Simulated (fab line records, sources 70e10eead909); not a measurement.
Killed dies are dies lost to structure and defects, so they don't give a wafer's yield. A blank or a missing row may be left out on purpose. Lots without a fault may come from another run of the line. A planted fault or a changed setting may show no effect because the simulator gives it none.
fab line records | flow nand_harc | part 2 of 2: steps 28 to 39 of 39
record lots=5 wafers=15 last_day=23
route steps=1159 shown P_M0@279 P_M1@285 P_M2@318
lots that met no fault: from a run of the same line without faults
start_h: hours from the record's first day to the start of the lot's first wafer shown | wait_h: hours since the lot's step before | " the same as in the row above | L1.1+2: a row that stands for several wafers | - no value, or no start given | * or withheld: withheld | < > ~ a bound
route shown NAME@n: a module of which the file shows steps, and the number in the route of the first | usual: mean/standard deviation of fault-free wafers | same: alike in all rows | chamber/n: place in a boat | sites: the reading at each site | _std_site: their standard deviation | _edge_site: outer sites' mean less inner sites' | radius_mm: how far each site lies from the wafer's centre | mask NAME#n: copy n | behind: the tool/chamber that last shaped the wafer | hold: why the lot was held/for how many hours/how that ended | device: the transistor (n, p or np) that didn't switch | end of line: the same wafers' tests at the end of the route | a step without rows: its recipe alone | killed: dies lost to structure and defects at the first sort, not the wafer's yield | map: a wafer's dies, x killed, . not, _ none there
set.NAME: the setting as run; set.NAME@STEP: as run at that earlier step | model.NAME: the simulator's own value behind a step, which no gauge read
lots at some steps of the route; a table a step, a row a wafer
services: from which hour (start_h, from the record's first day; less than 0 if before it) a tool's chamber was out of use, for how many hours, and why
## steps
# step NHARC_P_M1_PVD_20
# recipe target_thk_a=50 bias_v=168.6 power_w=15000 chamber_pressure_pa=0.12 time_s=8.06 substrate_temp_c=50 material=TaN
# usual chamber_pressure_pa=0.11998/0.00024 throttle_valve_pct=30.1/0.44
# columns lot.wafer tool chamber start_h wait_h chamber_pressure_pa throttle_valve_pct
L075.3 pvd_sputter-03 - - - 0.11986 30.4
L075.2 " - " " 0.12003 29.6
L075.6 " - " " 0.12016 30.1
L082.3 pvd_sputter-03 - - - 0.1202 30.2
L082.2 " - " " 0.11946 30.3
L082.5 " - " " 0.12034 30.1
L083.2 pvd_sputter-02 - - - 0.1198 30.6
L083.4 " - " " 0.11982 29.9
L083.5 " - " " 0.12035 29.2
L090.2 pvd_sputter-01 - - - 0.12024 30.0
L090.1 " - " " 0.12006 31.0
L090.6 " - " " 0.11999 30.9
L089.3 pvd_sputter-03 - - - 0.11988 30.2
L089.4 " - " " 0.11979 30.5
L089.2 " - " " 0.11978 30.0
# step NHARC_P_M1_PVD_21
# recipe target_thk_a=300 chamber_pressure_pa=5 power_w=5000 substrate_temp_c=30 time_s=20.49 material=Cu
# usual chamber_pressure_pa=5.000/0.0098 throttle_valve_pct=30.2/0.43
# columns lot.wafer tool chamber start_h wait_h chamber_pressure_pa throttle_valve_pct
L075.2 pvd_sputter-03 - - - 5.006 30.4
L075.3 " - " " 5.011 30.2
L075.6 " - " " 4.983 29.8
L082.2 pvd_sputter-03 - - - 5.028 30.4
L082.3 " - " " 5.011 30.1
L082.5 " - " " 5.006 30.5
L083.4 pvd_sputter-02 - - - 4.988 29.9
L083.2 " - " " 4.998 30.4
L083.5 " - " " 5.051 30.0
L090.2 pvd_sputter-01 - - - 4.996 30.6
L090.1 " - " " 5.004 31.2
L090.6 " - " " 5.004 30.7
L089.4 pvd_sputter-03 - - - 4.998 29.8
L089.3 " - " " 4.995 30.6
L089.2 " - " " 4.999 30.4
# step NHARC_P_M1_ECD_22
# recipe target_thk_a=4000 bath_temp_c=25 material=Cu
# columns lot.wafer tool chamber start_h wait_h
L075.2+3+6 ecd_cu-02 1,1,0 130.91 -
L082.2+3+5 ecd_cu-01 1 171.30 -
L083.2+4+5 ecd_cu-01 1,0,1 181.36 -
L090.1+2+6 ecd_cu-01 1,0,0 216.77 -
L089.2+4+3 ecd_cu-02 1,1,0 217.72 -
# step NHARC_P_M1_ANNEAL_31
# recipe temp_c=225 time_s=90
# usual wafer_temp_C_max=225.9/0.33
# columns lot.wafer tool chamber start_h wait_h wafer_temp_C_max
L075.2 rtp_anneal-01 0 131.39 - 225.9
L075.3 " 0 " " 226.3
L075.6 " 0 " " 225.9
L082.2 rtp_anneal-02 0 171.83 0.5 225.8
L082.3 " 0 " " 225.3
L082.5 " 0 " " 225.9
L083.2 rtp_anneal-01 0 181.78 - 225.8
L083.4 " 0 " " 225.9
L083.5 " 0 " " 225.9
L090.1 rtp_anneal-02 0 217.15 - 226.0
L090.2 " 0 " " 225.7
L090.6 " 0 " " 225.9
L089.2 rtp_anneal-01 0 218.18 0.4 225.9
L089.3 " 0 " " 225.9
L089.4 " 0 " " 226.1
# step NHARC_P_M1_CMP_23
# recipe t_overpolish_s=20 target_thk_nm=157.82
# usual edge_zone_pressure_frac=0.999/0.0048 motor_current_A=11.2/0.89 time_to_endpoint_s=29.3/2.6
# columns lot.wafer tool chamber start_h wait_h edge_zone_pressure_frac motor_current_A time_to_endpoint_s
L075.3 cmp-04 1 131.94 - 0.995 10.2 28.1
L075.2 " 3 " " 1.003 9.9 30.1
L075.6 " 2 " " 1.002 10.6 30.5
L082.2 cmp-03 0 172.16 - 0.986 12.0 27.1
L082.3 " 2 " " 0.995 11.0 27.2
L082.5 " 0 " " 0.996 11.8 26.9
L083.4 cmp-03 3 182.13 - 0.993 11.2 31.5
L083.2 " 0 " " 1.005 11.4 28.3
L083.5 " 1 " " 1.005 12.1 29.4
L090.2 cmp-03 2 217.53 - 1.000 11.8 28.2
L090.1 " 0 " " 1.011 11.7 28.4
L090.6 " 2 " " 1.003 11.2 26.8
L089.3 cmp-03 2 218.47 - 0.997 11.3 25.0
L089.4 " 3 " " 0.994 11.5 29.5
L089.2 " 0 " " 1.004 11.8 26.7
# step NHARC_P_M1_THK_MEAS_24
# recipe thk_meas_gauge=xrf
# usual thk_nm=158.1/1.6
# columns lot.wafer tool chamber start_h wait_h thk_nm
L075.2 film_metro-01 - 132.26 - 159.4
L075.3 " - " " 156.6
L075.6 " - " " 157.4
L082.2 film_metro-02 - 172.45 - 158.3
L082.3 " - " " 154.3
L082.5 " - " " 154.6
L083.2 film_metro-02 - 182.39 - 157.7
L083.4 " - " " 158.9
L083.5 " - " " 157.6
L090.1 film_metro-01 - 217.82 - 158.5
L090.2 " - " " 157.7
L090.6 " - " " 159.2
L089.2 film_metro-01 - 218.79 - 155.1
L089.3 " - " " 157.8
L089.4 " - " " 157.1
# step NHARC_P_M1_SRD_25
# columns lot.wafer tool chamber start_h wait_h
L075.3+2+6 wet_bench-10 1,3,4 132.30 0.0
L082.2+3+5 wet_bench-10 2,4,5 172.50 0.0
L083.2+4+5 wet_bench-10 0,1,5 182.43 0.0
L090.6+2+1 wet_bench-10 5,6,7 217.91 0.1
L089.4+2+3 wet_bench-08 4,6,7 218.83 0.0
# step NHARC_P_M1_INSPECT_27
# usual raw_defect_count=325/130
# columns lot.wafer tool chamber start_h wait_h raw_defect_count
L075.2 defect_inspect-01 - 132.43 0.0 273
L075.3 " - " " 205
L075.6 " - " " 471
L082.2 defect_inspect-02 - 172.61 0.0 179
L082.3 " - " " 244
L082.5 " - " " 386
L083.2 defect_inspect-02 - 182.55 0.0 409
L083.4 " - " " 368
L083.5 " - " " 256
L090.1 defect_inspect-02 - 218.06 0.0 327
L090.2 " - " " 334
L090.6 " - " " 413
L089.2 defect_inspect-01 - 218.95 0.0 256
L089.3 " - " " 294
L089.4 " - " " 205
# step NHARC_P_M1_PRE_CLEAN_32
# recipe time_s=12 temp_c=370 rf_power_w=300 gas=NH3
# usual heater_power_w=609/70
# columns lot.wafer tool chamber start_h wait_h heater_power_w
L075.3 pecvd-01 1 132.51 0.1 609
L075.2 " 2 " " 497
L075.6 " 0 " " 730
L082.2 pecvd-01 1 172.67 0.1 621
L082.3 " 2 " " 492
L082.5 " 0 " " 638
L083.2 pecvd-04 0 182.63 0.1 722
L083.5 " 2 " " 593
L083.4 " 0 " " 705
L090.1 pecvd-01 2 218.12 0.1 449
L090.2 " 1 " " 630
L090.6 " 2 " " 449
L089.3 pecvd-02 0 219.02 0.1 517
L089.2 " 2 " " 584
L089.4 " 2 " " 595
# step NHARC_P_M1_DEP_33
# recipe target_thk_a=300 temp_c=370 target_thk_nm=30 pressure_torr=3 flow_sccm=200 rf_w=450 material=SiCN
# usual heater_power_w=555/72
# columns lot.wafer tool chamber start_h wait_h heater_power_w
L075.3 pecvd-01 1 132.62 0.1 564
L075.2 " 2 " " 444
L075.6 " 0 " " 626
L082.2 pecvd-01 1 172.75 0.1 585
L082.3 " 2 " " 480
L082.5 " 0 " " 592
L083.2 pecvd-04 0 182.74 0.1 632
L083.5 " 2 " " 544
L083.4 " 0 " " 649
L090.1 pecvd-01 2 218.20 0.1 462
L090.2 " 1 " " 618
L090.6 " 2 " " 465
L089.3 pecvd-02 0 219.10 0.1 471
L089.2 " 2 " " 535
L089.4 " 2 " " 542
# step NHARC_P_M2_DEP_00
# recipe target_thk_a=1825 target_thk_nm=182.5 temp_c=withheld pressure_torr=5 flow_sccm=200 rf_w=600 material=SiOC
# columns lot.wafer tool chamber start_h wait_h
L075.3+2+6 pecvd-02 0,2,0 132.99 -
L082.2+3+5 pecvd-02 0,1,0 173.17 -
L083.2+4+5 pecvd-01 2,2,1 183.10 -
L090.1+2+6 pecvd-01 1,0,1 - -
L089.2+3+4 pecvd-02 0,1,0 - -
# step NHARC_P_M2_DEHYDRATE_01
# recipe temp_c=150 time_s=120
# columns lot.wafer tool chamber start_h wait_h
L075.2+3+6 litho_track-04 0 133.40 -
L082.2+3+5 litho_track-06 0 173.58 -
L083.2+4+5 litho_track-01 0 183.51 -
L090.1+2+6 litho_track-06 0 219.00 -
L089.2+3+4 litho_track-06 0 219.92 -
## services
# columns tool chamber start_h hours kind
rie_diel-09 1 105.86 5.1 repair
pvd_sputter-03 - 107.59 2.1 repair
arfi_scanner-02 - 111.56 0.2 repair
rie_diel-09 2 114.18 5.9 repair
pecvd-02 2 116.72 6.1 repair
litho_track-06 - 117.00 7.0 pm
pecvd-04 - 121.78 1.6 repair
rie_diel-12 1 138.81 7.5 repair
arfi_scanner-03 - 140.00 4.0 pm
litho_track-04 - 141.00 7.0 pm
pecvd-04 - 146.60 0.6 repair
pecvd-02 - 153.24 13.0 pm
pecvd-01 - 153.33 4.3 repair
cmp-03 - 156.00 4.0 pm
pvd_sputter-01 - 158.00 10.0 pm
rie_diel-06 0 160.36 2.6 repair
ecd_cu-01 - 164.63 4.5 repair
cmp-03 - 177.76 0.9 repair
pecvd-04 - 195.00 13.0 pm
rie_diel-09 2 199.93 2.5 repair
rie_diel-12 - 202.40 9.0 pm
cmp-03 - 210.26 1.8 repair
pvd_sputter-02 - 214.04 10.0 pm
pecvd-04 - 218.25 0.7 repair
